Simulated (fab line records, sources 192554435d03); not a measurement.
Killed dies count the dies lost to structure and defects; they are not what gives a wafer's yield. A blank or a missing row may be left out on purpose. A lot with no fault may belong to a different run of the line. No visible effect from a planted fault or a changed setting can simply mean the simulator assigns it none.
Split-lot study | flow n5 finfet | 21 wafers read from 7 lots, route of 1938 steps

== THE SPLIT ITSELF ==
At N5_BEOL_M15_ILD_DEP_00 (deposits SiO2 from TEOS/O2, target thk 1629.3 nm, time 346.1 s), the setting temp c was moved away from the recipe's 400 C on 8 of the 21 wafers read, by -1.8% to +1.9%. For the rest of the wafers, this setting stayed at what the recipe calls for.

No step appears in the file between the split and the reading.

== THE READING ==
Values of M15_ILD_THK in nm from N5_BEOL_M15_THK_MEAS_01. A value of 1632 nm with a standard deviation of 25 nm is what fault-free wafers of this fab line usually give.

wafer  | tool, chamber at the split | temp c as run, C | against the recipe | M15_ILD_THK, nm | against lot-mates on the recipe
L078.1 | pecvd-04, 1                | 406.5            | +1.6%              | 1549            | -118
L078.2 | pecvd-04, 0                | 400              | recipe             | 1659            | -
L078.4 | pecvd-04, 1                | 400              | recipe             | 1674            | -
L082.1 | pecvd-03, 1                | 393.5            | -1.6%              | 1691            | +45
L082.2 | pecvd-03, 2                | 393.5            | -1.6%              | 1701            | +55
L082.5 | pecvd-03, 1                | 400              | recipe             | 1646            | -
L084.2 | pecvd-04, 0                | 400              | recipe             | 1599            | -
L084.3 | pecvd-04, 2                | 407.7            | +1.9%              | 1544            | -89
L084.6 | pecvd-04, 2                | 400              | recipe             | 1667            | -
L089.2 | pecvd-04, 0                | 392.8            | -1.8%              | 1700            | +54
L089.4 | pecvd-04, 0                | 400              | recipe             | 1646            | -
L089.6 | pecvd-04, 2                | 392.8            | -1.8%              | 1751            | +105
L091.3 | pecvd-03, 2                | 400              | recipe             | 1611            | -
L091.5 | pecvd-03, 0                | 403.1            | +0.8%              | 1610            | -14
L091.6 | pecvd-03, 1                | 400              | recipe             | 1637            | -
L094.1 | pecvd-04, 2                | 400              | recipe             | 1660            | -
L094.4 | pecvd-04, 1                | 400              | recipe             | 1634            | -
L094.5 | pecvd-04, 0                | 400              | recipe             | 1671            | -
L095.3 | pecvd-03, 1                | 404              | +1.0%              | 1564            | -78
L095.4 | pecvd-03, 0                | 400              | recipe             | 1652            | -
L095.5 | pecvd-03, 2                | 400              | recipe             | 1633            | -

THE FIT
A straight line over all 21 wafers: M15_ILD_THK changes by -46.8 nm for each +1% of temp c; r = -0.90; the points scatter about the line by 23 nm.
The same after taking each lot's own level away (the mean of its wafers on the recipe; 21 wafers): -46.1 nm for each +1%; r = -0.91; scatter 22 nm.
That fit puts the effect of the largest move of temp c on the reading at 89 nm.
The lots' own levels span 1624.0 to 1666.5 nm, that is 1.7 times the standard deviation above.
The two slopes are in agreement: the lot-to-lot level therefore moves the slope only a little.
Check: with one of the wafers moved furthest among these (+1.9%) left out of the fit, the line predicts -95.6 nm for it against its lot-mates. Against them it came out at -89 nm.

== THE OTHER SPLITS THESE WAFERS WENT THROUGH ==
These wafers also went through other splits before the reading. Each is held against what the fit with the lots' levels taken away leaves over:
other split on the same wafers | wafers away from the commonest value | r with M15_ILD_THK (lot level and that fit taken away)
N5_BEOL_M13_EXPOSE_07 dose mj  | 5                                    | -0.03
N5_BEOL_M13_ETCH_59 time s     | 5                                    | -0.25
N5_BEOL_M14_SPUTTER_43 power w | 10                                   | +0.47

== THE WHOLE CHAIN: every reading that the file lists as answering this split, in the file's order ==
step                    | what it does                                                   | reading                                                                             | change (the file's fit)              | r (the file's)
N5_BEOL_M15_ILD_DEP_00  | deposits SiO2 from TEOS/O2, target thk 1629.3 nm, time 346.1 s | SiO2_of_BEOL_M15_ILD_DEP_00.thk nm (the simulator's own value, which no gauge read) | -48.7 nm for each +1% of the setting | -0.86
N5_BEOL_M15_THK_MEAS_01 |                                                                | M15_ILD_THK                                                                         | -48.9 for each +1% of the setting    | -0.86
N5_BEOL_M15_VIA_ETCH_16 | etches SiO2 in C4F8/O2/Ar, target depth 1792.2 nm              | etch.depth nm (the simulator's own value, which no gauge read)                      | -48.7 nm for each +1% of the setting | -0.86

== THE FILE'S OWN FIT ==
M15_ILD_THK changes by -48.9 nm for each +1% of temp c, r = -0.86.
